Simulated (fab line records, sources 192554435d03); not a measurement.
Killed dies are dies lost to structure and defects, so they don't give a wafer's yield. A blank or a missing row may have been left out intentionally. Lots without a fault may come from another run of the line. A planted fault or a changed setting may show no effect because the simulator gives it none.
One fault through the eyes of 2 desks + flow n5-finfet + every desk sees just its own numbers, and what lay behind them comes last

THE TOOL OWNER'S DESK: litho-track-05
The tool's own readings at N5_BEOL_M9_COAT_63 (time 60 s, resist thk 60 nm): means of the sampled wafers that have a number, for each lot that ran on this tool. Any lot whose mean is over 4 standard deviations away from the usual mean is out of limits and marked OUT; that distance is given in the brackets.
Columns: A = plate-temp-C at N5_BEOL_M9_COAT_63, usual 249.95 C; B = spin-speed-rpm at N5_BEOL_M9_COAT_63, usual 1499.9 rpm
| lot  | first seen here | A      | B                |
|------|-----------------|--------|------------------|
| L150 | day 9 19:28     | 250.07 | 1500.4           |
| L151 | day 10 17:47    | 249.89 | 1500.1           |
| L156 | day 12 05:43    | 249.84 | 1499.9           |
| L163 | day 14 07:46    | 249.76 | 1461.6 (-44) OUT |
| L165 | day 14 08:34    | 250.08 | 1460.9 (-45) OUT |
This desk's verdict: out of limits on L163, L165, starting with L163 at day 14 07:46 (spin-speed-rpm at N5_BEOL_M9_COAT_63). L150, L151, L156: within limits.

AT THE METROLOGY DESK
What the gauges read for every lot (on any tool): the sampled wafers with a number, averaged. Any lot whose mean is over 4 standard deviations away from the usual mean is out of limits and marked OUT; that distance is given in the brackets.
Columns: A = M9_ILD_THK at N5_BEOL_M9_THK_MEAS_01, usual 268 nm
| lot  | first seen here | A   |
|------|-----------------|-----|
| L150 | day 9 15:32     | 270 |
| L151 | day 10 12:40    | 270 |
| L155 | day 11 17:01    | 268 |
| L156 | day 12 01:58    | 268 |
| L159 | day 12 03:49    | 268 |
| L158 | day 12 10:14    | 267 |
| L163 | day 14 03:58    | 268 |
| L165 | day 14 06:19    | 270 |
| L166 | day 14 09:56    | 265 |
| L171 | day 15 13:53    | 263 |
| L169 | day 15 14:11    | 265 |
Result from this desk: across the 11 lots, nothing is out of limits.

ALL TOGETHER
On L163, L165, at day 14 07:46, an alarm was possible from the tool owner's desk.
From the metrology desk's view, nothing was out of limits.
The metrology desk holds a record of L163, L165, inside its limits.
All the named lots went through N5_BEOL_M9_COAT_63 on litho-track-05.

WHAT HAD BEEN PUT IN BY THE SIMULATOR
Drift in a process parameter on litho-track-05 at N5_BEOL_M9_COAT_63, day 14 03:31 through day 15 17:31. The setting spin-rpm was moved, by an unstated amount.
Lots struck among those shown: L163, L165.
Delay in hours, fault start to first out-of-limits reading, by desk: the tool owner's desk at 4.
